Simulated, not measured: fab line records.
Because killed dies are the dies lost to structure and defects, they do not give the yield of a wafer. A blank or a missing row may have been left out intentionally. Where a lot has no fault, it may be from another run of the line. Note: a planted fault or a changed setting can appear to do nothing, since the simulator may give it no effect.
fab line records | flow n5-finfet
[record] lots = 11 wafers = 33 last-day = 19
route steps=1938 shown BEOL_M7@1298 PASSIVATION@1936
lots that met no fault: taken from a fault-free run of the same line
start-h: hours from the record's first day to the start of the lot's first wafer shown | wait-h: how many hours have passed since the lot's step before this one | " unchanged from the row above | L1.1+2: several wafers, shown together as one row | - no value, or no start was given | * or withheld: withheld | < > ~ a bound
route shown NAME@n: a module of which the file shows steps, and the number in the route of the first | usual: mean and standard deviation over wafers with no fault | same: alike in all rows | chamber/n: place in a boat | sites: each site's reading | _std_site: standard deviation of those values | _edge_site: inner sites' mean taken away from outer sites' mean | radius-mm: for every site, how far away it sits from the centre of the wafer | mask NAME#n: copy n | behind: the last tool/chamber to shape the wafer | hold: what put the lot on hold/how long, in hours/how the hold closed | device: which transistor (n, p or np) failed to switch | end of line: at the end of the route, the tests of the same wafers | a step with no rows: only its recipe | killed: at the first sort, the dies lost to defects and structure; wafer yield is something else | map: a wafer's dies, marking killed ones x, the rest . and places with no die _
set.NAME: the setting as run; set.NAME@STEP: as run at that earlier step | model.NAME: the simulator's own value behind a step, which no gauge read
a sample of lots followed through the steps of the route, with each step as a table and each wafer as a row
services: a tool's chamber out of use, with start hour (start-h, from the record's first day; less than 0 if before it), hours out, and reason
[[steps]]
[step N5_BEOL_M7_INSPECT_30]
[recipe] mode = adi inspect-instrument = brightfield
[usual] raw-defect-count = 441/97
// columns lot.wafer tool chamber start-h wait-h raw-defect-count
L466.4 defect-inspect-02 - 216.71 0.0 390
L466.5 " - " " 487
L466.6 " - " " 412
L467.1 defect-inspect-01 - 227.27 0.1 277
L467.3 " - " " 277
L467.4 " - " " 366
L469.2 defect-inspect-02 - 241.38 0.0 563
L469.3 " - " " 475
L469.6 " - " " 440
L472.2 defect-inspect-02 - 252.63 0.0 476
L472.3 " - " " 520
L472.6 " - " " 535
L471.2 defect-inspect-02 - 263.72 0.0 369
L471.4 " - " " 283
L471.5 " - " " 352
L473.2 defect-inspect-01 - 275.76 0.0 514
L473.3 " - " " 324
L473.4 " - " " 429
L475.4 defect-inspect-02 - 287.76 0.0 370
L475.5 " - " " 455
L475.6 " - " " 343
L477.2 defect-inspect-01 - 298.83 0.0 588
L477.3 " - " " 501
L477.5 " - " " 493
L481.2 defect-inspect-01 - 309.56 0.0 337
L481.5 " - " " 327
L481.6 " - " " 346
L484.2 defect-inspect-01 - 332.41 0.0 411
L484.3 " - " " 476
L484.6 " - " " 421
L485.4 defect-inspect-01 - 359.38 0.0 455
L485.5 " - " " 389
L485.6 " - " " 416
[step N5_BEOL_M7_ETCH_41]
[recipe] chemistry = CH3F/O2 target = SiCN target-depth-a = 319 taper-deg = 2 time-s = 57.8 ion-energy-ev = 120 mask-material = TiN pressure-mtorr = 30 source-w = 395 bias-w = 75 Ar_flow_sccm = 150 CH3F_flow_sccm = 30 O2_flow_sccm = 20
[usual] bias-w = 75.02/0.24 drypump-motor-current-A = 5.5/0.37 oes-product-au = 0.80/0.084 rf-vpp-V = 297.5/1.4 showerhead-plenum-p-Torr = 2.01/0.056 throttle-valve-pct = 16.33/0.23
// columns lot.wafer tool chamber start-h wait-h bias-w drypump-motor-current-A oes-product-au rf-hours-counter-h rf-vpp-V showerhead-plenum-p-Torr throttle-valve-pct
L466.4 rie-diel-03 0 217.04 - 74.87 6.3 0.90 20 296.6 1.96 16.00
L466.5 " 3 " " 74.67 5.4 0.75 - 297.5 2.00 16.61
L466.6 " 2 " " 75.22 5.7 0.70 - 297.0 2.07 16.17
L467.1 rie-diel-06 2 227.61 - 74.95 5.9 0.78 120 298.0 2.01 16.43
L467.3 " 0 " " 74.81 5.4 0.72 217 296.4 1.98 16.60
L467.4 " 3 " " 75.01 5.1 0.98 9 297.3 1.96 16.18
L469.2 rie-diel-03 2 241.71 - 74.76 5.8 0.68 202 297.7 2.07 16.17
L469.3 " 3 " " 75.27 5.4 0.74 162 297.3 2.00 16.61
L469.6 " 2 " " 74.94 5.7 0.69 - 298.6 2.07 16.16
L472.2 rie-diel-05 0 253.05 - 75.10 4.9 0.67 239 297.9 1.98 16.67
L472.3 " 3 " " 75.26 5.4 0.75 144 298.2 2.01 16.16
L472.6 " 2 " " 75.03 5.8 0.80 - 296.4 2.01 16.66
L471.2 rie-diel-05 1 264.10 - 74.96 4.9 0.84 81 296.1 1.94 16.11
L471.4 " 0 " " 74.93 4.9 0.67 242 297.2 1.97 16.68
L471.5 " 2 " " 74.82 5.8 0.79 - 298.7 2.01 16.64
L473.2 rie-diel-03 3 276.10 - 75.09 5.4 0.73 171 298.3 1.99 16.62
L473.3 " 1 " " 75.24 5.1 0.79 108 297.5 2.02 16.17
L473.4 " 2 " " 75.16 5.8 0.69 210 298.4 2.06 16.18
L475.4 rie-diel-05 1 288.11 - 75.41 4.9 0.83 - 297.1 1.94 16.12
L475.5 " 3 " " 87.11 5.4 0.77 - 327.5 2.01 16.18
L475.6 " 2 " " 74.83 5.8 0.80 - 297.4 2.01 16.64
L477.2 rie-diel-06 3 299.17 - 75.20 5.1 0.91 30 297.5 1.95 16.23
L477.3 " 2 " " 75.17 5.8 0.75 141 296.5 2.01 16.46
L477.5 " 1 " " 75.25 5.7 0.88 - 298.9 2.13 16.15
L481.2 rie-diel-05 2 309.90 - 75.24 5.8 0.78 137 296.5 2.00 16.65
L481.5 " 0 " " 74.77 4.9 0.67 - 295.7 1.97 16.69
L481.6 " 3 " " 86.95 5.4 0.77 - 328.7 2.00 16.18
L484.2 rie-diel-06 0 333.23 - 75.54 5.4 0.69 249 297.3 1.97 16.66
L484.3 " 1 " " 74.60 5.7 0.86 48 298.9 2.12 16.18
L484.6 " 3 " " 74.82 5.1 0.89 - 297.0 1.95 16.26
L485.4 rie-diel-06 0 359.86 - 74.67 5.4 1.00 1 297.1 1.97 16.21
L485.5 " 2 " " 74.85 5.8 0.73 - 296.6 2.00 16.50
L485.6 " 3 " " 75.20 5.1 0.88 - 297.9 1.95 16.28
[step N5_BEOL_M7_OCD_MEAS_38]
[usual] trench-depth-nm = 93.6/1.5
// columns lot.wafer tool chamber start-h wait-h trench-depth-nm
L466.4 ocd-02 - 217.17 - 94.6
L466.5 " - " " 93.5
L466.6 " - " " 91.0
L467.1 ocd-02 - 227.74 - 95.5
L467.3 " - " " 92.5
L467.4 " - " " 97.0
L469.2 ocd-01 - 241.84 - 91.9
L469.3 " - " " 94.1
L469.6 " - " " 91.9
L472.2 ocd-01 - 253.17 - 93.0
L472.3 " - " " 92.3
L472.6 " - " " 95.0
L471.2 ocd-02 - 264.22 - 94.7
L471.4 " - " " 91.0
L471.5 " - " " 95.7
L473.2 ocd-02 - 276.23 - 94.1
L473.3 " - " " 94.4
L473.4 " - " " 92.4
L475.4 ocd-01 - 288.22 - 94.2
L475.5 " - " " 92.6
L475.6 " - " " 94.2
L477.2 ocd-02 - 299.30 - 94.8
L477.3 " - " " 94.6
L477.5 " - " " 93.2
L481.2 ocd-01 - 310.03 - 94.7
L481.5 " - " " 90.9
L481.6 " - " " 91.8
L484.2 ocd-02 - 333.36 - 91.9
L484.3 " - " " 92.9
L484.6 " - " " 94.2
L485.4 ocd-01 - 359.99 - 94.3
L485.5 " - " " 94.1
L485.6 " - " " 95.8
[step N5_BEOL_M7_CD_MEAS_35]
[recipe] target-cd-nm = 40 polarity = opening
[usual] cd-nm = 40.0/0.48
// columns lot.wafer tool chamber start-h wait-h cd-nm
L466.4 cd-sem-02 - 217.33 0.0 40.1
L466.5 " - " " 39.7
L466.6 " - " " 39.7
L467.1 cd-sem-03 - 227.89 0.0 40.1
L467.3 " - " " 40.5
L467.4 " - " " 40.2
L469.2 cd-sem-03 - 241.99 0.0 40.1
L469.3 " - " " 39.6
L469.6 " - " " 40.2
L472.2 cd-sem-01 - 253.33 0.0 39.3
L472.3 " - " " 40.3
L472.6 " - " " 40.1
L471.2 cd-sem-01 - 264.38 0.0 39.9
L471.4 " - " " 39.9
L471.5 " - " " 40.2
L473.2 cd-sem-01 - 276.38 0.0 40.1
L473.3 " - " " 40.4
L473.4 " - " " 40.5
L475.4 cd-sem-01 - 288.37 0.0 39.7
L475.5 " - " " 40.8
L475.6 " - " " 39.4
L477.2 cd-sem-02 - 299.45 0.0 39.5
L477.3 " - " " 39.9
L477.5 " - " " 40.3
L481.2 cd-sem-01 - 310.18 0.0 40.2
L481.5 " - " " 40.0
L481.6 " - " " 40.3
L484.2 cd-sem-02 - 333.51 0.0 39.1
L484.3 " - " " 39.8
L484.6 " - " " 40.0
L485.4 cd-sem-01 - 360.14 0.0 40.2
L485.5 " - " " 40.8
L485.6 " - " " 40.4
[step N5_PASSIVATION_PROBE_49]
[usual] defect-limited-yield = 91.2/1.4 killed_at_M0_to_M3 = 34/10 killed_at_M4_up = 13/5.1 killed-at-contacts = 12/6.5 killed-at-front-end = 41/11 killed-at-other = 4/3.3 killed-dies = 104/16 killed-open = 69/13 killed-short = 33/7 sort_bin_5_function = 5.1/0.91 sort_bin_6_memory = 3.3/0.69 sort-n-pass = 1076/16 sort-yield-pct = 91.2/1.4
[same] gross-dies = 1180 killed-at-back-side = 0 sort_bin_4_leakage[%] = 0 sort_bin_8_speed[%] = 0
// columns lot.wafer tool chamber start-h wait-h defect-limited-yield[%] killed_at_M0_to_M3 killed_at_M4_up killed-at-contacts killed-at-front-end killed-at-other killed-dies killed-open killed-short sort_bin_5_function[%] sort_bin_6_memory[%] sort-n-pass sort-yield-pct[%]
L481.5 prober-02 - 386.07 0.2 91.2 27 24 6 40 7 104 74 30 5.3 3.1 1076 91.2
// killed by level:class
L481.5 BEOL_M4:geometric-particle:open=13 STI_FIN_REVEAL:geometric-particle:open=12 BEOL_M1:geometric-particle:open=8 BEOL_M3:geometric-particle:open=7 FIN_SAQP:geometric-particle:short=5 MOL_CONTACT_COAG:geometric-particle:open=5 BEOL_M2:geometric-particle:open=5 BEOL_M8:geometric-particle:open=5
[[services]]
// columns tool chamber start-h hours kind
rie-diel-03 0 209.33 4.7 repair
rie-diel-06 0 235.18 4.9 repair
rie-diel-03 0 268.47 1.5 repair
rie-diel-05 0 280.12 21.8 repair
rie-diel-05 0 314.89 - clean
rie-diel-05 0 314.89 - consumable-replace:focus-ring
rie-diel-05 0 314.89 23.4 scheduled-down
rie-diel-05 0 314.89 23.4 vent-cycle
rie-diel-06 2 329.05 5.4 repair
rie-diel-06 0 337.33 - clean
rie-diel-06 0 337.33 - consumable-replace:focus-ring
rie-diel-06 0 337.33 17.5 scheduled-down
rie-diel-06 0 337.33 17.5 vent-cycle
rie-diel-05 2 354.62 15.6 repair
[[key]]
[first-sign] step = N5_BEOL_M7_ETCH_41 reading = bias-w direction = up sigmas = 50 usual = * struck = *
[effect] step = N5_BEOL_M7_ETCH_41 reading = rf-vpp-V direction = up sigmas = 22 usual = 297.5 struck = 328.1
met-at N5_BEOL_M7_ETCH_41
struck-lots L475,L481
struck-wafers L475.5,L481.6
not-acting-at N5_BEOL_M7_INSPECT_30,N5_BEOL_M7_OCD_MEAS_38,N5_BEOL_M7_CD_MEAS_35
onset-between 253.05 288.11
[fault] kind = process-parameter-drift tool = rie-diel-05 chamber = 3 onset-h = 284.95 steps = N5_BEOL_M7_ETCH_41 channel = bias-w offset = * shape = step end-h = 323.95 acts-in = * stated = *
